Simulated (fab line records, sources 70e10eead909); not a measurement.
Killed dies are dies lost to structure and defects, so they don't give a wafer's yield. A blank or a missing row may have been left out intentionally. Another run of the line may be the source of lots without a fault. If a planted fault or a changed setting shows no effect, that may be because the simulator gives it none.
Which tool did it? / flow nand-harc / 36 wafers from 12 lots sampled at 3 of the route's 1159 steps

## WHAT THE GAUGES READ, wafer by wafer
NHARC_A_SGD_CUT_CD_MEAS_09: the cd target is 100 nm.
lot=L075; measured=day 14 10:40; on=cd-sem-01; cd-nm (nm)=99.4 99.2 99.0
lot=L077; measured=day 14 18:34; on=cd-sem-03; cd-nm (nm)=99.7 100.0 99.9
lot=L078; measured=day 14 19:38; on=cd-sem-02; cd-nm (nm)=100.2 100.4 100.9
lot=L081; measured=day 15 15:05; on=cd-sem-02; cd-nm (nm)=99.4 99.5 99.0
lot=L083; measured=day 16 02:09; on=cd-sem-01; cd-nm (nm)=99.3 99.7 99.6
lot=L085; measured=day 17 00:20; on=cd-sem-03; cd-nm (nm)=100.0 100.3 99.2
lot=L087; measured=day 17 05:17; on=cd-sem-03; cd-nm (nm)=99.8 99.8 100.0
lot=L086; measured=day 17 10:47; on=cd-sem-02; cd-nm (nm)=100.0 100.0 100.0
lot=L093; measured=day 18 03:07; on=cd-sem-02; cd-nm (nm)=99.0 99.1 99.4
lot=L090; measured=day 18 04:32; on=cd-sem-02; cd-nm (nm)=101.1 100.6 99.8
lot=L094; measured=day 19 15:58; on=cd-sem-01; cd-nm (nm)=100.0 100.0 100.5
lot=L097; measured=day 19 17:22; on=cd-sem-03; cd-nm (nm)=100.7 100.1 100.5

## TOOL THAT RAN EACH LOT (tool first, then ch and the chambers of the sampled wafers, then the start)
lot=L075; NHARC_A_STAIRCASE_CMP_152=cmp-04 ch 0,1,3, day 14 08:14; NHARC_A_STAIRCASE_DEP_471=pecvd-03 ch 0,1, day 14 09:25
lot=L077; NHARC_A_STAIRCASE_CMP_152=cmp-01 ch 1,2, day 14 15:50; NHARC_A_STAIRCASE_DEP_471=pecvd-01 ch 0,2, day 14 17:08
lot=L078; NHARC_A_STAIRCASE_CMP_152=cmp-01 ch 0,3, day 14 16:44; NHARC_A_STAIRCASE_DEP_471=pecvd-03 ch 0,1, day 14 17:59
lot=L081; NHARC_A_STAIRCASE_CMP_152=cmp-02 ch 0,1,2, day 15 12:28; NHARC_A_STAIRCASE_DEP_471=pecvd-01 ch 1,2, day 15 13:42
lot=L083; NHARC_A_STAIRCASE_CMP_152=cmp-02 ch 0,2, day 15 23:47; NHARC_A_STAIRCASE_DEP_471=pecvd-04 ch 0,2, day 16 00:54
lot=L085; NHARC_A_STAIRCASE_CMP_152=cmp-01 ch 0,1, day 16 21:14; NHARC_A_STAIRCASE_DEP_471=pecvd-01 ch 0,1,2, day 16 22:25
lot=L087; NHARC_A_STAIRCASE_CMP_152=cmp-04 ch 0,1, day 17 02:48; NHARC_A_STAIRCASE_DEP_471=pecvd-03 ch 0,2, day 17 03:53
lot=L086; NHARC_A_STAIRCASE_CMP_152=cmp-02 ch 0,3, day 17 08:11; NHARC_A_STAIRCASE_DEP_471=pecvd-01 ch 0,1,2, day 17 09:21
lot=L093; NHARC_A_STAIRCASE_CMP_152=cmp-02 ch 1,2,3, day 18 00:36; NHARC_A_STAIRCASE_DEP_471=pecvd-01 ch 0,1,2, day 18 01:47
lot=L090; NHARC_A_STAIRCASE_CMP_152=cmp-04 ch 0,1,3, day 18 02:01; NHARC_A_STAIRCASE_DEP_471=pecvd-04 ch 0,2, day 18 03:05
lot=L094; NHARC_A_STAIRCASE_CMP_152=cmp-02 ch 1,2,3, day 19 13:21; NHARC_A_STAIRCASE_DEP_471=pecvd-01 ch 0,2, day 19 14:31
lot=L097; NHARC_A_STAIRCASE_CMP_152=cmp-04 ch 0,1,3, day 19 14:44; NHARC_A_STAIRCASE_DEP_471=pecvd-03 ch 0,1, day 19 15:54
- NHARC_A_STAIRCASE_CMP_152: polishes.
- NHARC_A_STAIRCASE_DEP_471: deposits SiO2, target thk 100 nm.

## THE ANSWER, worked out from the rows above alone
Rule: what is usual is taken from the lots themselves. Put in order of their means at a reading, lots are off if they are a third of the lots or fewer, leave a main group of 4 or more, and stand apart from it by a gap of 3 or more times the standard deviation of the main group's means; of several such gaps the widest counts. A main group whose means are all the same, to the digits that the tables above print for the reading, isn't used. A lot without any number at a reading at which 4 lots or more have one is off too. All remaining lots with rows at the step are treated as sound.
None of the lots is off at any reading shown; this tells nothing.

## WHAT WAS PUT IN BY THE SIMULATOR
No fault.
